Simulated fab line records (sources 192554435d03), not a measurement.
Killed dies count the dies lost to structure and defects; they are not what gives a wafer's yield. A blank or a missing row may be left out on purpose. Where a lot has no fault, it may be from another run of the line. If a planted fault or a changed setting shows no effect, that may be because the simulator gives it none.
8D (eight disciplines) problem report, filled in by code -- flow n5-finfet -- the parts of the form that need people (team, actions taken, sign-off) are left out

== 1. THE ISSUE ==
Wafers with no fault read 34 with a standard deviation of 10, whereas killed_at_M0_to_M3 at N5_PASSIVATION_PROBE_49 reads a mean of 140 on 1 wafer of 1 lot. That puts it +11 standard deviations away from the usual mean.
First observed at day 16 12:09: wafer L655.4, on prober-01. The record holds 3 wafers of 1 lot with a number at this step. By rule, "out" or "out of limits" means more than 4 standard deviations away from the usual mean. The other wafers with a number count as sound.

== 2. WHAT IT IS AND WHAT IT IS NOT ==
question,is,is not
which readings at this step,"killed_at_M0_to_M3, defect-limited-yield, killed-dies, sort_bin_5_function, sort-n-pass, sort-yield-pct","killed_at_M4_up, killed-at-contacts, killed-at-front-end, killed-at-other, killed-open, killed-short, sort_bin_6_memory"
which lots,L655,-
which wafers of those lots,L655.4,"L655.2, L655.5"
read on which tools,prober-01,-
when,from day 16 12:09,up to then (1 sound wafer); but 1 sound wafer of L655 came after

== 3. THE SUSPECTS, EACH WITH WHAT RULES IT OUT ==
Counting: if a tool at a process step up to the reading ran every lot that is out, it stays a suspect. Sound lots after the first of them don't rule it out here, since some wafers of a struck lot are sound.
- wet-bench-03 at N5_BEOL_M0_HM_STRIP_129 (strips TiN in peroxide tin strip, target depth 17 nm, time 108 s): kept. It ran the lot that is out, L655 (day 9 11:20).
- rie-diel-06 at N5_PASSIVATION_STRIP_14 (strips in O2): kept. It ran the lot that is out, L655 (day 16 05:32).
- pvd-sputter-01 at N5_PASSIVATION_AL_DEP_21 (deposits Al, target thk 2800 nm, time 170 s): kept. It ran the lot that is out, L655 (day 16 06:22).
- prober-01 at N5_PASSIVATION_PROBE_49: kept. It ran the lot that is out, L655 (day 16 12:03). On those wafers its own readings are out: defect-limited-yield, killed_at_M0_to_M3, killed-dies, sort_bin_5_function, sort-n-pass, sort-yield-pct.
Left after counting: wet-bench-03 at N5_BEOL_M0_HM_STRIP_129, rie-diel-06 at N5_PASSIVATION_STRIP_14, pvd-sputter-01 at N5_PASSIVATION_AL_DEP_21, prober-01 at N5_PASSIVATION_PROBE_49.

== 4. THE CAUSE (what the simulator had put in) ==
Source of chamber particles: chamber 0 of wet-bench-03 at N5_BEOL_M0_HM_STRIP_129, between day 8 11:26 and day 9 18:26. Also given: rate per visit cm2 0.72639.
Counting leaves 4 suspects; this tool is one of them.

== 5. THE CHAIN OF EFFECTS, in route order ==
Each row: a reading where the mean over the struck wafers with a number is more than 3 standard deviations away from the usual. Readings are gone through only where the record gives a usual standard deviation; hours: the median, over the lots, of the time from a lot's start at the first step in this table giving one to that lot's start at this step; sigmas: the change measured in usual standard deviations.
hours,step,reading,usual,on struck wafers,change,sigmas
0,N5_PASSIVATION_PROBE_49,defect-limited-yield,91.2 %,84.2,-7.0,-5.0
0,N5_PASSIVATION_PROBE_49,killed_at_M0_to_M3,34,140,+106,+11
0,N5_PASSIVATION_PROBE_49,killed-dies,104,187,+83,+5.2
0,N5_PASSIVATION_PROBE_49,sort_bin_5_function,5.1 %,9.7,+4.6,+5.1
0,N5_PASSIVATION_PROBE_49,sort-n-pass,1076,993,-83,-5.2
0,N5_PASSIVATION_PROBE_49,sort-yield-pct,91.2 %,84.2,-7.0,-5.0
The process steps in it:
- N5_PASSIVATION_PROBE_49

== 6. HOW IT WOULD HAVE BEEN CAUGHT EARLIER ==
First out-of-limits reading in this record: day 16 12:09, which is 193 hours after fault onset at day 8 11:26.
Each of the lots that are out, 1 in all, had begun N5_BEOL_M0_HM_STRIP_129 on wet-bench-03 no later than day 16 12:09. Had the tool been put on hold then, not one of them would have been saved.
